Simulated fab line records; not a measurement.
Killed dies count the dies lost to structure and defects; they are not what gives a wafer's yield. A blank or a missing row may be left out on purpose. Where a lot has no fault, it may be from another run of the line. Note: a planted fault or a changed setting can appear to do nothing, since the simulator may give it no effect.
The tool behind it: which one? :: flow n5Finfet :: 24 lots, 72 wafers sampled, at 4 steps of a route of 1938

## WHAT THE GAUGES SHOWED, per wafer
N5_MOL_CONTACT_COAG_CD_MEAS_101: the cd target is 16 nm.
lot: L074
measured: day 5 09:35
on: cdSem-02
cdNm (nm): 16.2 16.3 15.8

lot: L075
measured: day 5 14:43
on: cdSem-02
cdNm (nm): 16.1 15.7 15.5

lot: L076
measured: day 5 15:55
on: cdSem-03
cdNm (nm): 16.2 15.6 16.3

lot: L077
measured: day 6 01:14
on: cdSem-01
cdNm (nm): 16.0 15.9 15.7

lot: L078
measured: day 6 15:38
on: cdSem-02
cdNm (nm): 15.9 15.3 15.6

lot: L079
measured: day 6 17:32
on: cdSem-01
cdNm (nm): 16.0 15.8 16.6

lot: L080
measured: day 6 20:24
on: cdSem-01
cdNm (nm): 15.5 15.6 16.2

lot: L081
measured: day 7 01:28
on: cdSem-02
cdNm (nm): 16.2 16.4 16.2

lot: L082
measured: day 7 12:56
on: cdSem-01
cdNm (nm): 15.9 15.3 15.7

lot: L083
measured: day 7 22:32
on: cdSem-02
cdNm (nm): 16.1 15.5 16.3

lot: L084
measured: day 8 00:11
on: cdSem-01
cdNm (nm): 16.0 15.4 15.3

lot: L085
measured: day 8 03:16
on: cdSem-03
cdNm (nm): 16.0 16.3 15.2

lot: L086
measured: day 8 07:29
on: cdSem-01
cdNm (nm): 16.0 15.4 15.9

lot: L088
measured: day 8 19:07
on: cdSem-03
cdNm (nm): 15.7 15.4 16.1

lot: L087
measured: day 9 03:20
on: cdSem-03
cdNm (nm): 15.4 15.7 15.0

lot: L089
measured: day 9 07:52
on: cdSem-03
cdNm (nm): 16.0 16.2 15.9

lot: L090
measured: day 9 08:33
on: cdSem-03
cdNm (nm): 15.7 15.9 15.8

lot: L091
measured: day 9 12:43
on: cdSem-03
cdNm (nm): 15.4 15.6 16.3

lot: L092
measured: day 10 01:46
on: cdSem-02
cdNm (nm): 16.2 15.8 15.6

lot: L093
measured: day 10 11:01
on: cdSem-01
cdNm (nm): 15.8 15.4 16.1

lot: L094
measured: day 10 12:37
on: cdSem-02
cdNm (nm): 15.4 16.4 16.2

lot: L095
measured: day 10 17:38
on: cdSem-01
cdNm (nm): 16.4 15.7 16.1

lot: L096
measured: day 10 18:38
on: cdSem-02
cdNm (nm): 16.4 15.8 16.5

lot: L097
measured: day 10 23:53
on: cdSem-01
cdNm (nm): 15.7 16.1 15.2

N5_MOL_CONTACT_COAG_INSPECT_97: inspects for defects (darkfield).
lot: L074
measured: day 5 13:31
on: defectInspect-02
rawDefectCount: 24 20 29

lot: L075
measured: day 5 18:32
on: defectInspect-01
rawDefectCount: 43 44 21

lot: L076
measured: day 5 21:32
on: defectInspect-02
rawDefectCount: 47 66 52

lot: L077
measured: day 6 05:02
on: defectInspect-02
rawDefectCount: 60 68 51

lot: L078
measured: day 6 19:25
on: defectInspect-01
rawDefectCount: 30 23 24

lot: L079
measured: day 6 22:25
on: defectInspect-02
rawDefectCount: 26 26 36

lot: L080
measured: day 7 01:28
on: defectInspect-02
rawDefectCount: 18 42 22

lot: L081
measured: day 7 05:18
on: defectInspect-01
rawDefectCount: 29 51 38

lot: L082
measured: day 7 16:44
on: defectInspect-02
rawDefectCount: 27 26 31

lot: L083
measured: day 8 02:22
on: defectInspect-01
rawDefectCount: 44 69 67

lot: L084
measured: day 8 05:23
on: defectInspect-01
rawDefectCount: 57 48 56

lot: L085
measured: day 8 08:22
on: defectInspect-01
rawDefectCount: 59 58 82

lot: L086
measured: day 8 11:20
on: defectInspect-02
rawDefectCount: 45 41 45

lot: L088
measured: day 8 22:56
on: defectInspect-01
rawDefectCount: 86 33 34

lot: L087
measured: day 9 07:10
on: defectInspect-01
rawDefectCount: 32 78 55

lot: L089
measured: day 9 11:40
on: defectInspect-02
rawDefectCount: 36 33 37

lot: L090
measured: day 9 14:43
on: defectInspect-01
rawDefectCount: 67 52 55

lot: L091
measured: day 9 17:41
on: defectInspect-01
rawDefectCount: 64 39 69

lot: L092
measured: day 10 05:58
on: defectInspect-02
rawDefectCount: 27 32 29

lot: L093
measured: day 10 14:49
on: defectInspect-01
rawDefectCount: 60 36 40

lot: L094
measured: day 10 17:50
on: defectInspect-02
rawDefectCount: 30 35 52

lot: L095
measured: day 10 21:28
on: defectInspect-02
rawDefectCount: 48 42 40

lot: L096
measured: day 11 00:26
on: defectInspect-01
rawDefectCount: 59 52 122

lot: L097
measured: day 11 03:41
on: defectInspect-01
rawDefectCount: 36 25 33

## WHICH TOOL RAN EACH LOT (tool, then ch and the chambers of the sampled wafers, then the start)
lot: L074
N5_MOL_CONTACT_COAG_CVD_140: cvdW-01 ch 0,1, day 5 09:47
N5_MOL_CONTACT_COAG_CMP_52: cmp-03 ch 1,2, day 5 10:02

lot: L075
N5_MOL_CONTACT_COAG_CVD_140: cvdW-02 ch 0,1, day 5 14:51
N5_MOL_CONTACT_COAG_CMP_52: cmp-03 ch 0,1,2, day 5 15:13

lot: L076
N5_MOL_CONTACT_COAG_CVD_140: cvdW-01 ch 0,1, day 5 16:03
N5_MOL_CONTACT_COAG_CMP_52: cmp-03 ch 0,2,3, day 5 16:25

lot: L077
N5_MOL_CONTACT_COAG_CVD_140: cvdW-01 ch 0,1, day 6 01:22
N5_MOL_CONTACT_COAG_CMP_52: cmp-03 ch 0,1,3, day 6 01:41

lot: L078
N5_MOL_CONTACT_COAG_CVD_140: cvdW-02 ch 0,1, day 6 15:46
N5_MOL_CONTACT_COAG_CMP_52: cmp-04 ch 0,2,3, day 6 16:05

lot: L079
N5_MOL_CONTACT_COAG_CVD_140: cvdW-01 ch 1, day 6 17:40
N5_MOL_CONTACT_COAG_CMP_52: cmp-01 ch 0,1, day 6 17:59

lot: L080
N5_MOL_CONTACT_COAG_CVD_140: cvdW-02 ch 0,1, day 6 20:32
N5_MOL_CONTACT_COAG_CMP_52: cmp-04 ch 0,1,2, day 6 20:52

lot: L081
N5_MOL_CONTACT_COAG_CVD_140: cvdW-02 ch 0,1, day 7 01:41
N5_MOL_CONTACT_COAG_CMP_52: cmp-01 ch 1,2,3, day 7 01:59

lot: L082
N5_MOL_CONTACT_COAG_CVD_140: cvdW-02 ch 0,1, day 7 13:04
N5_MOL_CONTACT_COAG_CMP_52: cmp-01 ch 0,2, day 7 13:25

lot: L083
N5_MOL_CONTACT_COAG_CVD_140: cvdW-01 ch 0,1, day 7 22:44
N5_MOL_CONTACT_COAG_CMP_52: cmp-01 ch 0,2,3, day 7 22:59

lot: L084
N5_MOL_CONTACT_COAG_CVD_140: cvdW-02 ch 1, day 8 00:39
N5_MOL_CONTACT_COAG_CMP_52: cmp-03 ch 0,1,2, day 8 01:03

lot: L085
N5_MOL_CONTACT_COAG_CVD_140: cvdW-02 ch 1, day 8 03:39
N5_MOL_CONTACT_COAG_CMP_52: cmp-03 ch 0,2,3, day 8 04:10

lot: L086
N5_MOL_CONTACT_COAG_CVD_140: cvdW-02 ch 0,1, day 8 07:37
N5_MOL_CONTACT_COAG_CMP_52: cmp-03 ch 1,3, day 8 07:58

lot: L088
N5_MOL_CONTACT_COAG_CVD_140: cvdW-02 ch 0,1, day 8 19:14
N5_MOL_CONTACT_COAG_CMP_52: cmp-04 ch 1,3, day 8 19:34

lot: L087
N5_MOL_CONTACT_COAG_CVD_140: cvdW-02 ch 0,1, day 9 03:29
N5_MOL_CONTACT_COAG_CMP_52: cmp-04 ch 0,1,2, day 9 03:50

lot: L089
N5_MOL_CONTACT_COAG_CVD_140: cvdW-02 ch 0,1, day 9 07:59
N5_MOL_CONTACT_COAG_CMP_52: cmp-04 ch 1,2,3, day 9 08:22

lot: L090
N5_MOL_CONTACT_COAG_CVD_140: cvdW-02 ch 0,1, day 9 08:46
N5_MOL_CONTACT_COAG_CMP_52: cmp-04 ch 0,3, day 9 09:02

lot: L091
N5_MOL_CONTACT_COAG_CVD_140: cvdW-01 ch 1, day 9 12:51
N5_MOL_CONTACT_COAG_CMP_52: cmp-03 ch 0,1, day 9 13:12

lot: L092
N5_MOL_CONTACT_COAG_CVD_140: cvdW-02 ch 1, day 10 02:08
N5_MOL_CONTACT_COAG_CMP_52: cmp-04 ch 0,1,2, day 10 02:38

lot: L093
N5_MOL_CONTACT_COAG_CVD_140: cvdW-01 ch 0,1, day 10 11:09
N5_MOL_CONTACT_COAG_CMP_52: cmp-03 ch 0,1,3, day 10 11:32

lot: L094
N5_MOL_CONTACT_COAG_CVD_140: cvdW-02 ch 0,1, day 10 12:44
N5_MOL_CONTACT_COAG_CMP_52: cmp-04 ch 2,3, day 10 13:04

lot: L095
N5_MOL_CONTACT_COAG_CVD_140: cvdW-02 ch 0,1, day 10 17:50
N5_MOL_CONTACT_COAG_CMP_52: cmp-01 ch 0,2, day 10 18:05

lot: L096
N5_MOL_CONTACT_COAG_CVD_140: cvdW-01 ch 0,1, day 10 18:46
N5_MOL_CONTACT_COAG_CMP_52: cmp-01 ch 0,1,3, day 10 19:07

lot: L097
N5_MOL_CONTACT_COAG_CVD_140: cvdW-01 ch 0,1, day 11 00:01
N5_MOL_CONTACT_COAG_CMP_52: cmp-03 ch 0,1,2, day 11 00:20
- N5_MOL_CONTACT_COAG_CVD_140: deposits W, target thk 66.5 nm, time 215 s.
- N5_MOL_CONTACT_COAG_CMP_52: polishes, stops on SiO2, t overpolish 1.5 s, target thk 66.5 nm.

## WHAT THE TOOLS THEMSELVES READ (means of the sampled wafers that have a number; where no wafer has one, the mark that the record gives instead)
N5_MOL_CONTACT_COAG_CVD_140.
lot: L074
tool: cvdW-01
heaterPowerW (W): 543

lot: L075
tool: cvdW-02
heaterPowerW (W): 473

lot: L076
tool: cvdW-01
heaterPowerW (W): 546

lot: L077
tool: cvdW-01
heaterPowerW (W): 542

lot: L078
tool: cvdW-02
heaterPowerW (W): 474

lot: L079
tool: cvdW-01
heaterPowerW (W): 532

lot: L080
tool: cvdW-02
heaterPowerW (W): 483

lot: L081
tool: cvdW-02
heaterPowerW (W): 486

lot: L082
tool: cvdW-02
heaterPowerW (W): 477

lot: L083
tool: cvdW-01
heaterPowerW (W): 549

lot: L084
tool: cvdW-02
heaterPowerW (W): 474

lot: L085
tool: cvdW-02
heaterPowerW (W): 471

lot: L086
tool: cvdW-02
heaterPowerW (W): 478

lot: L088
tool: cvdW-02
heaterPowerW (W): 473

lot: L087
tool: cvdW-02
heaterPowerW (W): 482

lot: L089
tool: cvdW-02
heaterPowerW (W): 480

lot: L090
tool: cvdW-02
heaterPowerW (W): 483

lot: L091
tool: cvdW-01
heaterPowerW (W): 539

lot: L092
tool: cvdW-02
heaterPowerW (W): 485

lot: L093
tool: cvdW-01
heaterPowerW (W): 559

lot: L094
tool: cvdW-02
heaterPowerW (W): 487

lot: L095
tool: cvdW-02
heaterPowerW (W): 483

lot: L096
tool: cvdW-01
heaterPowerW (W): 556

lot: L097
tool: cvdW-01
heaterPowerW (W): 546

N5_MOL_CONTACT_COAG_CMP_52.
lot: L074
tool: cmp-03
motorCurrentA (A): 12.3
overpolishRunS (s): 1.506
retainingRingPressureFrac: 0.997
timeToEndpointS (s): 13.0

lot: L075
tool: cmp-03
motorCurrentA (A): 12.4
overpolishRunS (s): 1.497
retainingRingPressureFrac: 0.999
timeToEndpointS (s): 14.5

lot: L076
tool: cmp-03
motorCurrentA (A): 12.8
overpolishRunS (s): 1.498
retainingRingPressureFrac: 1.002
timeToEndpointS (s): 13.0

lot: L077
tool: cmp-03
motorCurrentA (A): 13.5
overpolishRunS (s): 1.492
retainingRingPressureFrac: 1.004
timeToEndpointS (s): 16.1

lot: L078
tool: cmp-04
motorCurrentA (A): 11.3
overpolishRunS (s): 1.504
retainingRingPressureFrac: 1.000
timeToEndpointS (s): 13.6

lot: L079
tool: cmp-01
motorCurrentA (A): 12.3
overpolishRunS (s): 1.508
retainingRingPressureFrac: 0.997
timeToEndpointS (s): 14.2

lot: L080
tool: cmp-04
motorCurrentA (A): 11.1
overpolishRunS (s): 1.504
retainingRingPressureFrac: 1.000
timeToEndpointS (s): 11.6

lot: L081
tool: cmp-01
motorCurrentA (A): 12.1
overpolishRunS (s): 1.503
retainingRingPressureFrac: 0.995
timeToEndpointS (s): 14.1

lot: L082
tool: cmp-01
motorCurrentA (A): 12.3
overpolishRunS (s): 1.499
retainingRingPressureFrac: 0.998
timeToEndpointS (s): 11.0

lot: L083
tool: cmp-01
motorCurrentA (A): 12.9
overpolishRunS (s): 1.502
retainingRingPressureFrac: 0.997
timeToEndpointS (s): 16.3

lot: L084
tool: cmp-03
motorCurrentA (A): 12.4
overpolishRunS (s): 1.504
retainingRingPressureFrac: 0.996
timeToEndpointS (s): 12.8

lot: L085
tool: cmp-03
motorCurrentA (A): 12.9
overpolishRunS (s): 1.498
retainingRingPressureFrac: 1.001
timeToEndpointS (s): 11.6

lot: L086
tool: cmp-03
motorCurrentA (A): 13.1
overpolishRunS (s): 1.505
retainingRingPressureFrac: 0.999
timeToEndpointS (s): 15.3

lot: L088
tool: cmp-04
motorCurrentA (A): 10.9
overpolishRunS (s): 1.500
retainingRingPressureFrac: 0.992
timeToEndpointS (s): 15.3

lot: L087
tool: cmp-04
motorCurrentA (A): 11.6
overpolishRunS (s): 1.496
retainingRingPressureFrac: 1.000
timeToEndpointS (s): 9.9

lot: L089
tool: cmp-04
motorCurrentA (A): 11.4
overpolishRunS (s): 1.493
retainingRingPressureFrac: 1.005
timeToEndpointS (s): 10.8

lot: L090
tool: cmp-04
motorCurrentA (A): 10.9
overpolishRunS (s): 1.507
retainingRingPressureFrac: 1.004
timeToEndpointS (s): 11.9

lot: L091
tool: cmp-03
motorCurrentA (A): 12.6
overpolishRunS (s): 1.498
retainingRingPressureFrac: 0.997
timeToEndpointS (s): 14.4

lot: L092
tool: cmp-04
motorCurrentA (A): 10.7
overpolishRunS (s): 1.503
retainingRingPressureFrac: 1.001
timeToEndpointS (s): 11.9

lot: L093
tool: cmp-03
motorCurrentA (A): 13.2
overpolishRunS (s): 1.499
retainingRingPressureFrac: 0.997
timeToEndpointS (s): 14.5

lot: L094
tool: cmp-04
motorCurrentA (A): 12.6
overpolishRunS (s): 1.507
retainingRingPressureFrac: 0.994
timeToEndpointS (s): 11.4

lot: L095
tool: cmp-01
motorCurrentA (A): 12.6
overpolishRunS (s): 1.499
retainingRingPressureFrac: 1.001
timeToEndpointS (s): 13.4

lot: L096
tool: cmp-01
motorCurrentA (A): 12.4
overpolishRunS (s): 1.499
retainingRingPressureFrac: 1.000
timeToEndpointS (s): 15.9

lot: L097
tool: cmp-03
motorCurrentA (A): 12.2
overpolishRunS (s): 1.508
retainingRingPressureFrac: 1.001
timeToEndpointS (s): 11.3

## THE ANSWER, worked out from the rows above alone
Rule: the usual values come from the lots themselves. Put in order of their means at a reading, lots are off if they are a third of the lots or fewer, leave a main group of 4 or more, and stand apart from it by a gap of 3 or more times the standard deviation of the main group's means; of several such gaps the widest counts. A main group is skipped when, at the precision printed for the reading in the tables above, its means are all equal. A lot without any number at a reading at which 4 lots or more have one is off too. All remaining lots with rows at the step are treated as sound. Order of review: gauges by route order, followed by the tools' own readings, for which a lot's mean as printed above is used. At the first step where some lot is off, the reading lying furthest off is the one used; lots without a number count as furthest.
No lot is off on any of the readings shown, so nothing can be concluded from this.

## WHAT THE SIMULATOR PUT IN
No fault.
